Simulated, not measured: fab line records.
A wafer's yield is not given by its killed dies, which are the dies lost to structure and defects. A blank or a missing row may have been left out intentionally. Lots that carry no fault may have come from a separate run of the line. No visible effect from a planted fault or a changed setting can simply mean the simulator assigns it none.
A lot that was struck, set against a sound lot :: flow n5_finfet :: 18 steps out of a route of 1938
Sound: these wafers, L581.1, L581.3, L581.6. Struck: wafer L591.2 (L591.4, L591.6, from the same lot, were not struck and are left out); the cause is given at the end.
Order at every step that has rows: each side's tool, ch and its chambers, its first start. Under that, the readings that differ: sound wafers :: struck wafers :: difference of the means :: sigmas: that difference in standard deviations of wafers without a fault.
alike: same words and numbers on both sides, and readings whose means sit less than 2 such deviations apart. not compared: any withheld reading, any reading some wafer has no value for, any bound like >300 that may hide the same value, and any number with overlapping values for which the record gives no deviation.
Wherever a step has rows on one side only, a row that says differs or no value, or a row with sigmas, the two part there. Numbers that don't overlap but have no deviation are shown without sigmas and don't part them. Lack of a reading on every wafer of one side parts them only where that side has two or more wafers.

first, 2 steps without rows for these wafers: N5_SDB_PRECLEAN_23 (cleans in dHF, time 30 s); N5_SDB_DUMMY_REMOVE_24 (chemistry TMAH, target poly-Si, stops on SiO2, target depth 142 nm, time 57 s, rinse time 30 s).
N5_SDB_ETCH_25: etches SiO2 in C4F6/O2, target depth 10 nm, time 3.3 s.
  sound on rie_diel-05 ch 0,1,2, day 5 17:50; struck on rie_diel-04 ch 0, day 8 05:20
reading: throttle_valve_pct (%)
sound: 21.45 20.98 21.35
struck: 20.70
difference: -0.56
sigmas: -3
  alike: drypump_motor_current_A, mfc_ar_sccm, oes_product_au, rf_vpp_V, showerhead_plenum_p_Torr
  not compared: rf_hours_counter_h
N5_SDB_CUT_ETCH_26: etches Si in HBr/Cl2/O2, target depth 129.6 nm, bt time 20 s, time 51.8 s.
  sound on rie_si-02 ch 1,2,3, day 5 17:55; struck on rie_si-01 ch 0, day 8 05:26
  alike: HBr_flow_sccm, drypump_motor_current_A, mfc_cl2_sccm, oes_product_au, throttle_valve_pct
  not compared: rf_hours_counter_h
then, 3 steps without rows for these wafers: N5_SDB_PRECLEAN_38 (cleans in dHF, time 10 s); N5_SDB_PRECLEAN_39 (cleans in O3/DIW, time 45 s); N5_SDB_SRD_28 (time 30 s).
N5_SDB_ALD_29: deposits SiNx, target thk 30 nm, pulse time 1 s, ald cycles 600.
  sound on ald_sin-01 ch 1,2,3, day 5 18:06; struck on ald_sin-01 ch 2, day 8 05:37
reading: precursor_pulse_height_rel
sound: 0.973 0.964 0.959
struck: 1.021
difference: +0.056
sigmas: +3
  alike: heater_power_w
N5_SDB_CMP_30: polishes, stops on poly-Si, t overpolish 1.54 s, target thk 30 nm.
  sound on cmp-01 ch 0,1,3, day 5 20:52; struck on cmp-01 ch 0, day 8 08:21
reading: motor_current_A (A)
sound: 11.1 11.8 13.9
struck: 15.0
difference: +2.7
sigmas: +2
  alike: overpolish_run_s, time_to_endpoint_s
N5_SDB_THK_MEAS_31:
  sound on film_metro-01 at day 5 21:08; struck on film_metro-02 at day 8 08:38
  alike: SDB_THK
N5_SDB_INSPECT_36: inspects for defects (darkfield).
  sound on defect_inspect-01 at day 5 21:09; struck on defect_inspect-02 at day 8 08:40
  alike: raw_defect_count
N5_DUMMY_REMOVAL_HM_STRIP_01: strips SiNx in CH3F/O2, stops on poly-Si, target depth 4 nm, time 6.8 s.
  sound on rie_diel-02 ch 1,2, day 5 21:21; struck on rie_diel-03 ch 3, day 8 08:56
  alike: CH3F_flow_sccm, drypump_motor_current_A, mfc_ar_sccm, oes_product_au, rf_vpp_V, showerhead_plenum_p_Torr, throttle_valve_pct
  not compared: rf_hours_counter_h
N5_DUMMY_REMOVAL_STRIP_10: strips in N2/H2, time 40 s.
  sound on rie_diel-02 ch 1,2, day 5 21:24; struck on rie_diel-03 ch 3, day 8 08:58
reading: throttle_valve_pct (%)
sound: 12.26 11.83 12.25
struck: 12.55
difference: +0.44
sigmas: +2
  alike: drypump_motor_current_A, oes_product_au, rf_vpp_V, showerhead_plenum_p_Torr
  not compared: rf_hours_counter_h
then, 2 steps without rows for these wafers: N5_DUMMY_REMOVAL_PRECLEAN_07 (cleans in dHF, time 30 s); N5_DUMMY_REMOVAL_DUMMY_REMOVE_02 (chemistry TMAH, target poly-Si, stops on SiO2, target depth 142 nm, time 57 s, rinse time 30 s).
N5_DUMMY_REMOVAL_INSPECT_06: inspects for defects (brightfield).
  sound on defect_inspect-01 at day 5 21:35; struck on defect_inspect-02 at day 8 09:08
reading: raw_defect_count
sound: 18 17 10
struck: 599
difference: +584
sigmas: +99 or more
then, 1 step without rows for these wafers: N5_DUMMY_REMOVAL_PRECLEAN_08 (cleans in NF3:NH3, afs cycles 2, time 20 s, sublimation time 60 s).
-- here the record skips 11 days between the struck wafers' starts before and after, leaving off in module DUMMY_REMOVAL and picking up in module PASSIVATION (first step shown: number 1936 of the route) --
N5_PASSIVATION_PROBE_49:
  sound on prober-02 at day 15 12:09; struck on prober-02 at day 19 07:28
reading: killed_at_front_end
sound: 32 43 39
struck: 89
difference: +51
sigmas: +5

reading: killed_dies
sound: 124 127 151
struck: 191
difference: +57
sigmas: +3
  alike: killed_at_M0_to_M3, killed_at_M4_up, killed_at_contacts, killed_at_other, killed_on_rim, killed_open, killed_short

== WHERE THEY PART ==
At N5_SDB_ETCH_25 first; at N5_PASSIVATION_PROBE_49 last (within this record only).

WHY: whatever the simulator had introduced
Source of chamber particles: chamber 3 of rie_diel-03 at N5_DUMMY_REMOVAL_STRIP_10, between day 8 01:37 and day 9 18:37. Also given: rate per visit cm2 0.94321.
